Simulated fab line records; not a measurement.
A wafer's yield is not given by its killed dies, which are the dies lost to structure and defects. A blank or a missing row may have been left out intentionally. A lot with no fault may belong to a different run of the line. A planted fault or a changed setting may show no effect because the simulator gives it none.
fab line records | flow n5-finfet | part 2 of 2: steps 20 to 30 of 30
record: lots: 5 | wafers: 15 | last-day: 13
route steps=1938 shown BEOL_M5@1120
lots untouched by any fault: they come from a run of this same line in which no faults occurred
start-h: start of the lot's first displayed wafer, in hours after the record's first day | wait-h: hours from the lot's prior step to this one | " unchanged from the row above | L1.1+2: several wafers, shown together as one row | - either no value or no given start | * or withheld: withheld | < > ~ a bound
route shown NAME@n: a module of which the file shows steps, and the number in the route of the first | usual: the fault-free wafers' mean and standard deviation | same: alike in all rows | chamber/n: place in a boat | sites: per-site readings | _std_site: the values' standard deviation | _edge_site: inner sites' mean taken away from outer sites' mean | radius-mm: how far each site lies from the wafer's centre | mask NAME#n: copy n | behind: tool/chamber where the wafer was last shaped | hold: cause of the lot's hold/its duration in hours/its outcome | device: transistor that didn't switch, given as n, p or np | end of line: the same wafers' tests at the end of the route | where a step has no rows: the recipe by itself | killed: not the wafer's yield, but the dies lost to structure and defects at the first sort | map: dies across one wafer; x = killed, . = not, _ = none there
set.NAME: the setting that was run; set.NAME@STEP: the one run at that earlier step | model.NAME: the simulator's own value behind a step, which no gauge read
certain route steps with their lots: each step a table, each wafer a row
services: a tool's chamber out of use, with start hour (start-h, from the record's first day; less than 0 if before it), hours out, and reason
== steps ==
step: N5_BEOL_M5_COAT_65
recipe: resist: SOC | temp-c: 250 | time-s: 60 | spin-rpm: 1500 | resist-thk-nm: 60
usual: chill-plate-temp-C: 23.01/0.11
lot.wafer | tool           | chamber | start-h | wait-h | chill-plate-temp-C
L076.4    | litho-track-05 | 0       | 197.21  | 1.4    | 23.22
L076.5    | "              | 0       | "       | "      | 23.01
L076.6    | "              | 0       | "       | "      | 23.09
L079.2    | litho-track-05 | 0       | 198.77  | 2.6    | 23.09
L079.3    | "              | 0       | "       | "      | 22.96
L079.5    | "              | 0       | "       | "      | 23.24
L080.1    | litho-track-02 | 0       | 207.55  | 1.4    | 23.09
L080.4    | "              | 0       | "       | "      | 23.08
L080.5    | "              | 0       | "       | "      | 22.93
L082.3    | litho-track-02 | 0       | 217.36  | 0.8    | 23.06
L082.5    | "              | 0       | "       | "      | 22.95
L082.6    | "              | 0       | "       | "      | 22.99
L083.2    | litho-track-02 | 0       | 219.77  | 0.0    | 23.12
L083.4    | "              | 0       | "       | "      | 23.10
L083.5    | "              | 0       | "       | "      | 23.01
step: N5_BEOL_M5_COAT_66
recipe: resist: SiARC | temp-c: 220 | time-s: 60 | spin-rpm: 1500 | resist-thk-nm: 12
usual: chill-plate-temp-C: 23.01/0.11
lot.wafer | tool           | chamber | start-h | wait-h | chill-plate-temp-C
L076.4    | litho-track-05 | 0       | -       | -      | 22.87
L076.5    | "              | 0       | "       | "      | 22.88
L076.6    | "              | 0       | "       | "      | 23.14
L079.2    | litho-track-05 | 0       | -       | -      | 22.85
L079.3    | "              | 0       | "       | "      | 22.81
L079.5    | "              | 0       | "       | "      | 22.89
L080.1    | litho-track-02 | 0       | -       | -      | 22.97
L080.4    | "              | 0       | "       | "      | 23.13
L080.5    | "              | 0       | "       | "      | 22.95
L082.3    | litho-track-02 | 0       | -       | -      | 22.92
L082.5    | "              | 0       | "       | "      | 23.11
L082.6    | "              | 0       | "       | "      | 22.90
L083.2    | litho-track-02 | 0       | -       | -      | 22.88
L083.4    | "              | 0       | "       | "      | 23.05
L083.5    | "              | 0       | "       | "      | 23.07
step: N5_BEOL_M5_COAT_74
recipe: resist: underlayer | temp-c: 205 | time-s: 60 | spin-rpm: 1500 | resist-thk-nm: 5
usual: chill-plate-temp-C: 23.03/0.11
lot.wafer | tool           | chamber | start-h | wait-h | chill-plate-temp-C
L076.4    | litho-track-05 | 0       | -       | -      | 22.94
L076.5    | "              | 0       | "       | "      | 22.95
L076.6    | "              | 0       | "       | "      | 23.06
L079.2    | litho-track-05 | 0       | -       | -      | 23.00
L079.3    | "              | 0       | "       | "      | 22.83
L079.5    | "              | 0       | "       | "      | 23.01
L080.1    | litho-track-02 | 0       | -       | -      | 22.67
L080.4    | "              | 0       | "       | "      | 22.95
L080.5    | "              | 0       | "       | "      | 22.94
L082.3    | litho-track-02 | 0       | -       | -      | 23.15
L082.5    | "              | 0       | "       | "      | 23.09
L082.6    | "              | 0       | "       | "      | 22.95
L083.2    | litho-track-02 | 0       | -       | -      | 23.08
L083.4    | "              | 0       | "       | "      | 23.10
L083.5    | "              | 0       | "       | "      | 23.00
step: N5_BEOL_M5_COAT_22
recipe: resist: CAR-EUV | spin-rpm: 1500 | resist-thk-nm: 30
usual: chill-plate-temp-C: 23.00/0.096
lot.wafer | tool           | chamber | start-h | wait-h | chill-plate-temp-C
L076.4    | litho-track-05 | 0       | -       | -      | 23.05
L076.5    | "              | 0       | "       | "      | 23.19
L076.6    | "              | 0       | "       | "      | 23.07
L079.2    | litho-track-05 | 0       | -       | -      | 22.99
L079.3    | "              | 0       | "       | "      | 23.14
L079.5    | "              | 0       | "       | "      | 22.97
L080.1    | litho-track-02 | 0       | -       | -      | 23.06
L080.4    | "              | 0       | "       | "      | 23.00
L080.5    | "              | 0       | "       | "      | 22.88
L082.3    | litho-track-02 | 0       | -       | -      | 23.10
L082.5    | "              | 0       | "       | "      | 23.07
L082.6    | "              | 0       | "       | "      | 22.94
L083.2    | litho-track-02 | 0       | -       | -      | 23.04
L083.4    | "              | 0       | "       | "      | 22.93
L083.5    | "              | 0       | "       | "      | 22.93
step: N5_BEOL_M5_EBR_24
recipe: solvent: PGMEA | ebr-width-mm: 1.5
usual: chill-plate-temp-C: 23.00/0.11
lot.wafer | tool           | chamber | start-h | wait-h | chill-plate-temp-C
L076.4    | litho-track-05 | 0       | -       | -      | 23.07
L076.5    | "              | 0       | "       | "      | 22.96
L076.6    | "              | 0       | "       | "      | 23.01
L079.2    | litho-track-05 | 0       | -       | -      | 23.01
L079.3    | "              | 0       | "       | "      | 23.01
L079.5    | "              | 0       | "       | "      | 22.91
L080.1    | litho-track-02 | 0       | -       | -      | 23.01
L080.4    | "              | 0       | "       | "      | 22.99
L080.5    | "              | 0       | "       | "      | 22.95
L082.3    | litho-track-02 | 0       | -       | -      | 22.96
L082.5    | "              | 0       | "       | "      | 22.93
L082.6    | "              | 0       | "       | "      | 22.84
L083.2    | litho-track-02 | 0       | -       | -      | 22.89
L083.4    | "              | 0       | "       | "      | 23.01
L083.5    | "              | 0       | "       | "      | 23.00
step: N5_BEOL_M5_SOFTBAKE_23
recipe: temp-c: 110 | time-s: 60 | resist: CAR-EUV
usual: chill-plate-temp-C: 22.99/0.12
lot.wafer | tool           | chamber | start-h | wait-h | chill-plate-temp-C
L076.4    | litho-track-05 | 0       | -       | -      | 23.07
L076.5    | "              | 0       | "       | "      | 23.25
L076.6    | "              | 0       | "       | "      | 22.99
L079.2    | litho-track-05 | 0       | -       | -      | 23.08
L079.3    | "              | 0       | "       | "      | 23.00
L079.5    | "              | 0       | "       | "      | 22.96
L080.1    | litho-track-02 | 0       | -       | -      | 23.11
L080.4    | "              | 0       | "       | "      | 22.97
L080.5    | "              | 0       | "       | "      | 23.07
L082.3    | litho-track-02 | 0       | -       | -      | 23.03
L082.5    | "              | 0       | "       | "      | 22.90
L082.6    | "              | 0       | "       | "      | 23.17
L083.2    | litho-track-02 | 0       | -       | -      | 23.05
L083.4    | "              | 0       | "       | "      | 23.06
L083.5    | "              | 0       | "       | "      | 23.04
step: N5_BEOL_M5_EXPOSE_25
recipe: mask-id: V4 | na: 0.33 | source-shape: quasar | sigma-inner: 0.2 | sigma-outer: 0.6 | polarization: unpolarized | defocus-nm: 10 | dose-mj: 52.75
lot.wafer  | tool           | chamber | start-h | wait-h | mask
L076.4+5+6 | euv-scanner-02 | 0       | 197.37  | -      | V4#0
L079.2+3+5 | euv-scanner-02 | 0       | 198.92  | -      | V4#0
L080.1+4+5 | euv-scanner-02 | 0       | 207.68  | -      | V4#0
L082.3+5+6 | euv-scanner-02 | 0       | 217.51  | -      | V4#0
L083.2+4+5 | euv-scanner-02 | 0       | 219.91  | -      | V4#0
step: N5_BEOL_M5_PEB_26
recipe: peb-temp-c: 100 | peb-time-s: 60 | resist: CAR-EUV
usual: chill-plate-temp-C: 23.00/0.092
lot.wafer | tool           | chamber | start-h | wait-h | chill-plate-temp-C
L076.4    | litho-track-02 | 0       | 197.42  | 0.0    | 22.88
L076.5    | "              | 0       | "       | "      | 23.03
L076.6    | "              | 0       | "       | "      | 23.00
L079.2    | litho-track-02 | 0       | 198.98  | 0.1    | 23.01
L079.3    | "              | 0       | "       | "      | 22.98
L079.5    | "              | 0       | "       | "      | 22.90
L080.1    | litho-track-02 | 0       | 207.76  | 0.1    | 22.95
L080.4    | "              | 0       | "       | "      | 22.99
L080.5    | "              | 0       | "       | "      | 22.90
L082.3    | litho-track-03 | 0       | 217.57  | 0.0    | 22.94
L082.5    | "              | 0       | "       | "      | 22.88
L082.6    | "              | 0       | "       | "      | 22.90
L083.2    | litho-track-03 | 0       | 219.98  | 0.1    | 23.03
L083.4    | "              | 0       | "       | "      | 23.15
L083.5    | "              | 0       | "       | "      | 23.08
step: N5_BEOL_M5_DEVELOP_27
recipe: develop-time-s: 30 | developer: TMAH | resist: CAR-EUV | rinse-liquid: surfactant-rinse | dry: air-spin | dev-temp-c: 23
usual: chill-plate-temp-C: 22.98/0.11
lot.wafer | tool           | chamber | start-h | wait-h | chill-plate-temp-C
L076.4    | litho-track-02 | 0       | -       | -      | 22.89
L076.5    | "              | 0       | "       | "      | 22.91
L076.6    | "              | 0       | "       | "      | 23.07
L079.2    | litho-track-02 | 0       | -       | -      | 23.01
L079.3    | "              | 0       | "       | "      | 22.97
L079.5    | "              | 0       | "       | "      | 22.99
L080.1    | litho-track-02 | 0       | -       | -      | 22.96
L080.4    | "              | 0       | "       | "      | 22.95
L080.5    | "              | 0       | "       | "      | 23.02
L082.3    | litho-track-03 | 0       | -       | -      | 22.82
L082.5    | "              | 0       | "       | "      | 22.85
L082.6    | "              | 0       | "       | "      | 22.90
L083.2    | litho-track-03 | 0       | -       | -      | 23.14
L083.4    | "              | 0       | "       | "      | 23.07
L083.5    | "              | 0       | "       | "      | 23.05
step: N5_BEOL_M5_CD_MEAS_28
recipe: target-cd-nm: 30.6 | landing-energy-ev: 500 | detector: se-inlens | target-cd-y-nm: 20 | polarity: opening
usual: cd-nm: 30.61/0.25
lot.wafer | tool      | chamber | start-h | wait-h | cd-nm
L076.4    | cd-sem-03 | 0       | 197.49  | -      | 30.94
L076.5    | "         | 0       | "       | "      | 30.72
L076.6    | "         | 0       | "       | "      | 31.00
L079.2    | cd-sem-03 | 0       | 199.05  | -      | 30.67
L079.3    | "         | 0       | "       | "      | 30.47
L079.5    | "         | 0       | "       | "      | 30.76
L080.1    | cd-sem-01 | 0       | 207.82  | -      | 30.72
L080.4    | "         | 0       | "       | "      | 30.78
L080.5    | "         | 0       | "       | "      | 30.63
L082.3    | cd-sem-01 | 0       | 217.63  | -      | 30.56
L082.5    | "         | 0       | "       | "      | 30.36
L082.6    | "         | 0       | "       | "      | 30.58
L083.2    | cd-sem-02 | 0       | 220.05  | -      | 30.29
L083.4    | "         | 0       | "       | "      | 30.11
L083.5    | "         | 0       | "       | "      | 30.55
step: N5_BEOL_M5_OVL_MEAS_29
recipe: points-per-wafer: 522
usual: V4_OVL: -0.4/0.63
lot.wafer | tool       | chamber | start-h | wait-h | V4_OVL[nm]
L076.4    | overlay-01 | 0       | 197.54  | 0.0    | -0.6
L076.5    | "          | 0       | "       | "      | -0.3
L076.6    | "          | 0       | "       | "      | -0.3
L079.2    | overlay-01 | 0       | 199.08  | 0.0    | 0.1
L079.3    | "          | 0       | "       | "      | -0.4
L079.5    | "          | 0       | "       | "      | -0.4
L080.1    | overlay-02 | 0       | 207.85  | 0.0    | -1.1
L080.4    | "          | 0       | "       | "      | -0.5
L080.5    | "          | 0       | "       | "      | -0.4
L082.3    | overlay-02 | 0       | 217.67  | 0.0    | 0.1
L082.5    | "          | 0       | "       | "      | 0.3
L082.6    | "          | 0       | "       | "      | -0.4
L083.2    | overlay-01 | 0       | 220.08  | 0.0    | -1.6
L083.4    | "          | 0       | "       | "      | -0.4
L083.5    | "          | 0       | "       | "      | -1.3
== services ==
tool           | chamber | start-h | hours | kind
rie-diel-06    | 1       | 181.26  | 7.0   | repair
rie-diel-06    | 2       | 187.71  | 4.6   | repair
litho-track-02 | -       | 188.75  | -     | consumable-replace:filter
euv-scanner-02 | -       | 191.42  | 1.0   | pm
rie-metal-02   | 1       | 208.28  | -     | clean
rie-metal-02   | 1       | 208.28  | 27.7  | scheduled-down
rie-metal-02   | 1       | 208.28  | 27.7  | vent-cycle
rie-metal-01   | 0       | 214.85  | 8.2   | repair
